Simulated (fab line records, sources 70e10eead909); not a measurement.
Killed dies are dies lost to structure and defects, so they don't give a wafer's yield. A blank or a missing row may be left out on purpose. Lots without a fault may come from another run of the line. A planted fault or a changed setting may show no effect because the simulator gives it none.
Chamber matching | flow nand_harc | NHARC_A_STAIRCASE_DEP_301 on pecvd-01: 3 sister chambers
The step deposits SiON, target thk 30 nm. 6 wafers are shown with their chamber, then 9 later ones without.

WAFERS WITH THEIR CHAMBER
wafer  | chamber | heater_power_w (W)
L521.2 | 0       | 711
L521.4 | 2       | 784
L521.5 | 1       | 764
L522.4 | 2       | 821
L522.5 | 1       | 769
L522.6 | 0       | 742

WAFERS WITHOUT THEIR CHAMBER
wafer  | heater_power_w (W)
L524.1 | 715
L524.2 | 768
L524.4 | 707
L523.3 | 811
L523.4 | 801
L523.5 | 729
L525.3 | 719
L525.5 | 743
L525.6 | 738

WHICH CHAMBER EACH WENT THROUGH
wafer  | from the rows above     | in truth
L524.1 | 0                       | 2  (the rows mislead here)
L524.2 | can't be placed: 1 or 2 | 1
L524.4 | 0                       | 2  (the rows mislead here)
L523.3 | can't be placed: 2 or 1 | 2
L523.4 | can't be placed: 2 or 1 | 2
L523.5 | can't be placed: 0 or 1 | 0
L525.3 | 0                       | 0
L525.5 | can't be placed: 0 or 1 | 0
L525.6 | can't be placed: 0 or 1 | 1
Placed correctly: 1 of 9. Can't be placed from these rows: 6 (the true chamber is among the candidates in 6). Placed wrongly: 2.
How it was worked out, from the rows above alone: a wafer's distance from a chamber is the root of the sum, over the readings, of the square of ((its reading less the chamber's mean) divided by the reading's scatter). The wafer belongs to the nearest chamber; if the next one is less than 2 further off, it can't be placed. A chamber's mean is the mean of its shown wafers. The scatter: the root of (the sum of the squares of (reading less its chamber's mean) over the shown wafers, divided by (wafers less chambers)).
